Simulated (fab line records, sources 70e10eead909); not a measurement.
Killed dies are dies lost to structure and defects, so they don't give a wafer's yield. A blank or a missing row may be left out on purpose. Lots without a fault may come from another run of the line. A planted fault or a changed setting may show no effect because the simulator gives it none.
A struck lot beside a sound one | flow nand_harc | 41 steps out of a route of 1159
Sound: wafers L175.1, L175.3, L175.4. Struck: wafer L177.4. (L177.1, L177.6 of the same lot were not struck and are left out.) The cause comes at the end.
At each step with rows: each side's tool, then ch and its chambers, then its first start. Under that, the readings that differ: sound wafers | struck wafers | difference of the means | sigmas: that difference in standard deviations of wafers without a fault.
alike: readings whose means differ by less than 2 such deviations, and words and numbers that are the same on both sides. not compared: withheld readings, readings that some wafer has no value for, bounds like >300 that may hide the same value, and numbers for which the record gives no deviation and whose values overlap.
The two part at a step that has a row with sigmas, a row that says differs or no value, or rows on one side only. Numbers that don't overlap but have no deviation are shown without sigmas and don't part them. A reading that every wafer of one side lacks parts them only if that side has two wafers or more.

NHARC_A_M0_CD_MEAS_09: target cd 80 nm.
  sound on cd_sem-02 ch 0, day 18 18:14; struck on cd_sem-03 ch 0, day 19 10:01
  alike: cd_nm
NHARC_A_M0_OVL_MEAS_10: pitch 160 nm.
  sound on overlay-01, day 18 18:19; struck on overlay-02, day 19 10:06
  alike: overlay_x_nm, overlay_y_nm
NHARC_A_M0_INSPECT_11:
  sound on defect_inspect-02, day 18 18:22; struck on defect_inspect-02, day 19 10:08
  alike: raw_defect_count
then, 3 steps without rows for these wafers: NHARC_A_M0_DESCUM_14 (chemistry O2, time 3 s); NHARC_A_M0_ETCH_34 (etches the open film in N2/H2, target depth 40 nm, overetch 12 nm, time 43.94 s); NHARC_A_M0_ETCH_15 (etches the open film in C4F8/Ar, target depth 150 nm, overetch 15 nm, time 82.5 s).
NHARC_A_M0_CD_MEAS_16:
  sound on cd_sem-02, day 18 18:43; struck on cd_sem-02, day 19 10:30
  alike: cd_nm
then, 2 steps without rows for these wafers: NHARC_A_M0_STRIP_18 (strips in N2/H2); NHARC_A_M0_STRIP_19 (strips in post etch residue remover, time 600 s).
NHARC_A_M0_DEGAS_28: time 60 s.
  sound on pvd_sputter-01, day 18 19:23; struck on pvd_sputter-02, day 19 11:10
  alike: heater_power_w
NHARC_A_M0_PRE_CLEAN_29: time 30 s.
  sound on pvd_sputter-01; struck on pvd_sputter-02
  alike: heater_power_w
then, 1 step without rows for these wafers: NHARC_A_M0_PVD_20 (deposits TaN, target thk 5 nm, time 8.06 s).
NHARC_A_M0_PVD_21: deposits Cu, target thk 30 nm, time 20.49 s.
  sound on pvd_sputter-01, day 18 19:37; struck on pvd_sputter-02, day 19 11:25
  alike: throttle_valve_pct
then, 4 steps without rows for these wafers: NHARC_A_M0_ECD_22 (material Cu, target thk 400 nm); NHARC_A_M0_ANNEAL_30 (time 90 s); NHARC_A_M0_CMP_23 (polishes, t overpolish 20 s, target thk 113.75 nm); NHARC_A_M0_SRD_25.
NHARC_A_M0_INSPECT_27:
  sound on defect_inspect-01, day 18 20:58; struck on defect_inspect-01, day 19 12:43
  alike: raw_defect_count
then, 1 step without rows for these wafers: NHARC_A_M0_PRE_CLEAN_31 (time 12 s).
NHARC_A_M0_DEP_32: deposits SiCN, target thk 30 nm.
  sound on pecvd-04 ch 0,1, day 18 21:36; struck on pecvd-03 ch 0, day 19 12:56
  alike: heater_power_w
then, 10 steps without rows for these wafers: NHARC_A_M1_DEP_00 (deposits SiOC, target thk 182.5 nm); NHARC_A_M1_DEHYDRATE_01 (time 120 s); NHARC_A_M1_HMDS_02 (time 30 s); NHARC_A_M1_COAT_34 (time 65 s); NHARC_A_M1_COAT_03 (resist thk 90 nm); NHARC_A_M1_SOFTBAKE_04 (time 55 s); NHARC_A_M1_EBR_05; NHARC_A_M1_EXPOSE_06 (exposes mask A M1, target cd 120 nm); NHARC_A_M1_PEB_07 (peb time 65 s); NHARC_A_M1_DEVELOP_08 (develop time 35 s).
NHARC_A_M1_CD_MEAS_09: target cd 120 nm.
  the record has rows for the sound wafers here (cd_sem-02 ch 0, day 18 23:02) and none for the struck ones
NHARC_A_M1_OVL_MEAS_10: pitch 240 nm.
  the record has rows for the sound wafers here (overlay-02, day 18 23:08) and none for the struck ones
NHARC_A_M1_INSPECT_11:
  the record has rows for the sound wafers here (defect_inspect-02, day 18 23:10) and none for the struck ones
then, 2 steps without rows for these wafers: NHARC_A_M1_DESCUM_14 (chemistry O2, time 3 s); NHARC_A_M1_ETCH_35 (etches the open film in N2/H2, target depth 40 nm, overetch 12 nm, time 43.94 s).
NHARC_A_M1_ETCH_15: etches the open film in C4F8/Ar, target depth 182.5 nm, time 91.2 s.
  the record has rows for the sound wafers here (rie_diel-10 ch 0,1,2) and none for the struck ones
NHARC_A_M1_CD_MEAS_16:
  the record has rows for the sound wafers here (cd_sem-03, day 18 23:32) and none for the struck ones
then, 1 step without rows for these wafers: NHARC_A_M1_STRIP_18 (strips in N2/H2).
NHARC_A_M1_ETCH_28: etches the open film in CF4/N2, target depth 30 nm, time 72.99 s.
  the record has rows for the sound wafers here (rie_diel-10 ch 1,2,3) and none for the struck ones
then, 1 step without rows for these wafers: NHARC_A_M1_STRIP_19 (strips in post etch residue remover, time 600 s).
NHARC_END_SORT_01:
  the record has rows for the struck wafers here (prober-02 ch 0, day 21 03:48) and none for the sound ones

WHERE THEY PART
First at NHARC_A_M1_CD_MEAS_09; last, within this record, at NHARC_END_SORT_01.

WHY: what the simulator had put in
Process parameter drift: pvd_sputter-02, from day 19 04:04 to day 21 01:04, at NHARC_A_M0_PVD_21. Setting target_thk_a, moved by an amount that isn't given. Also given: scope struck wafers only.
